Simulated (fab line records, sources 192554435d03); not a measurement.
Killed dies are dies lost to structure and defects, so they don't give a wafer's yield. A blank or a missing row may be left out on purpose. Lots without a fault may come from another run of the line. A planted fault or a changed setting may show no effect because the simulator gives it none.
A struck lot beside a sound one | flow n5_finfet | 41 steps out of a route of 1938
Sound: wafers L110.1, L110.2, L110.4. Struck: wafers L114.1, L114.2, L114.5. The cause comes at the end.
At each step with rows: each side's tool, then ch and its chambers, then its first start. Under that, the readings that differ: sound wafers | struck wafers | difference of the means | sigmas: that difference in standard deviations of wafers without a fault.
alike: readings whose means differ by less than 2 such deviations, and words and numbers that are the same on both sides. not compared: withheld readings, readings that some wafer has no value for, bounds like >300 that may hide the same value, and numbers for which the record gives no deviation and whose values overlap.
The two part at a step that has a row with sigmas, a row that says differs or no value, or rows on one side only. Numbers that don't overlap but have no deviation are shown without sigmas and don't part them. A reading that every wafer of one side lacks parts them only if that side has two wafers or more.

first, 11 steps without rows for these wafers: N5_SD_EPI_N_DESCUM_14 (chemistry O2, time 7.9 s); N5_SD_EPI_N_ETCH_34 (etches SiARC in CF4, target depth 45.5 nm, time 75.8 s); N5_SD_EPI_N_ETCH_35 (etches SOC in N2/H2, overetch 108 nm, time 486 s); N5_SD_EPI_N_STRIP_36 (strips in N2/H2); N5_SD_EPI_N_ETCHBACK_44 (etches SiNx in CH3F/O2, stops on SiO2, target depth 14.5 nm); N5_SD_EPI_N_ETCH_45 (etches SiOCN in CH3F/O2, target depth 6 nm); N5_SD_EPI_N_ETCH_16 (etches SiO2 in CHF3/O2, target depth 5 nm); N5_SD_EPI_N_STRIP_47 (strips in CHF3/O2); N5_SD_EPI_N_SD_RECESS_17 (chemistry HBr/Cl2/O2, target depth 41 nm, time 23.7 s, bt time 3 s); N5_SD_EPI_N_STRIP_38 (strips in N2/H2); N5_SD_EPI_N_WET_ETCH_43 (etches SiO2 in dHF, time 14 s, target depth 1.5 nm).
N5_SD_EPI_N_STRIP_18: strips in SPM, time 750 s.
  sound on wet_bench-04 ch 0,4,5, day 3 15:08; struck on wet_bench-04 ch 3,4,7, day 4 12:27
then, 8 steps without rows for these wafers: N5_SD_EPI_N_SRD_20 (time 30 s); N5_SD_EPI_N_PRECLEAN_48 (cleans in NF3:NH3, afs cycles 2, time 20 s, sublimation time 60 s); N5_SD_EPI_N_VAPOR_ETCH_50 (etches Si in HCl, time 54 s); N5_SD_EPI_N_EPI_21 (deposits Si:P, time 690 s); N5_SD_EPI_N_PRECLEAN_24 (cleans in O3/DIW, time 60 s); N5_SD_EPI_N_SRD_25 (time 30 s); N5_SD_EPI_N_PRECLEAN_49 (cleans in NF3:NH3, afs cycles 1, time 20 s, sublimation time 60 s); N5_SD_EPI_N_LINER_46 (material SiNx, target thk 3 nm).
N5_SD_EPI_N_INSPECT_26: inspects for defects (darkfield).
  sound on defect_inspect-02, day 3 18:12; struck on defect_inspect-01, day 4 15:40
  reading          | sound       | struck      | difference | sigmas
  raw_defect_count | 230 290 260 | 607 654 566 | +349       | +8
then, 8 steps without rows for these wafers: N5_SD_EPI_P_COAT_34 (time 60 s, resist thk 350 nm); N5_SD_EPI_P_COAT_35 (time 60 s, resist thk 35 nm); N5_SD_EPI_P_COAT_03 (resist thk 150 nm); N5_SD_EPI_P_EBR_05; N5_SD_EPI_P_SOFTBAKE_04 (time 60 s); N5_SD_EPI_P_EXPOSE_06 (exposes mask SD P BLK, target cd 240 nm); N5_SD_EPI_P_PEB_07 (peb time 60 s); N5_SD_EPI_P_DEVELOP_08 (develop time 30 s).
N5_SD_EPI_P_INSPECT_11: inspects for defects (macro).
  sound on defect_inspect-02, day 3 18:39; struck on defect_inspect-01, day 4 16:07
  reading          | sound | struck         | difference | sigmas
  raw_defect_count | 3 0 2 | >300 >300 >300 | differs    |
then, 8 steps without rows for these wafers: N5_SD_EPI_P_DESCUM_14 (chemistry O2, time 7.9 s); N5_SD_EPI_P_ETCH_36 (etches SiARC in CF4, target depth 45.5 nm, time 75.8 s); N5_SD_EPI_P_ETCH_37 (etches SOC in N2/H2, overetch 108 nm, time 486 s); N5_SD_EPI_P_STRIP_38 (strips in N2/H2); N5_SD_EPI_P_ETCHBACK_46 (etches SiNx in CH3F/O2, stops on SiO2, target depth 17.5 nm); N5_SD_EPI_P_ETCH_47 (etches SiOCN in CH3F/O2, target depth 25 nm); N5_SD_EPI_P_ETCH_16 (etches SiO2 in CHF3/O2, target depth 5 nm); N5_SD_EPI_P_STRIP_50 (strips in CHF3/O2).
N5_SD_EPI_P_INSPECT_26: inspects for defects (darkfield).
  sound on defect_inspect-01, day 3 22:25; struck on defect_inspect-01, day 4 19:52
  reading          | sound       | struck      | difference | sigmas
  raw_defect_count | 181 264 224 | 567 589 536 | +341       | +9
-- the record jumps here: 5 days lie between the struck wafers' starts before and after (it left off in module SD_EPI_P and takes up again in module BEOL_M4, whose first step shown is number 1111 of the route) --
N5_BEOL_M4_RC_MEAS_101:
  sound on prober-01 ch 0, day 8 08:12; struck on prober-02 ch 0, day 9 14:24
  alike: DIBL_N, DIBL_P, IOFF_N, IOFF_P, ION_N, ION_P, SS_N, SS_P, VT_N, VT_P
-- the record jumps here: 4 days lie between the struck wafers' starts before and after (it left off in module BEOL_M4 and takes up again in module PASSIVATION, whose first step shown is number 1936 of the route) --
N5_PASSIVATION_PROBE_49:
  the record has rows for the struck wafers here (prober-02, day 14 01:57) and none for the sound ones

WHERE THEY PART
First at N5_SD_EPI_N_INSPECT_26; last, within this record, at N5_PASSIVATION_PROBE_49.

WHY: what the simulator had put in
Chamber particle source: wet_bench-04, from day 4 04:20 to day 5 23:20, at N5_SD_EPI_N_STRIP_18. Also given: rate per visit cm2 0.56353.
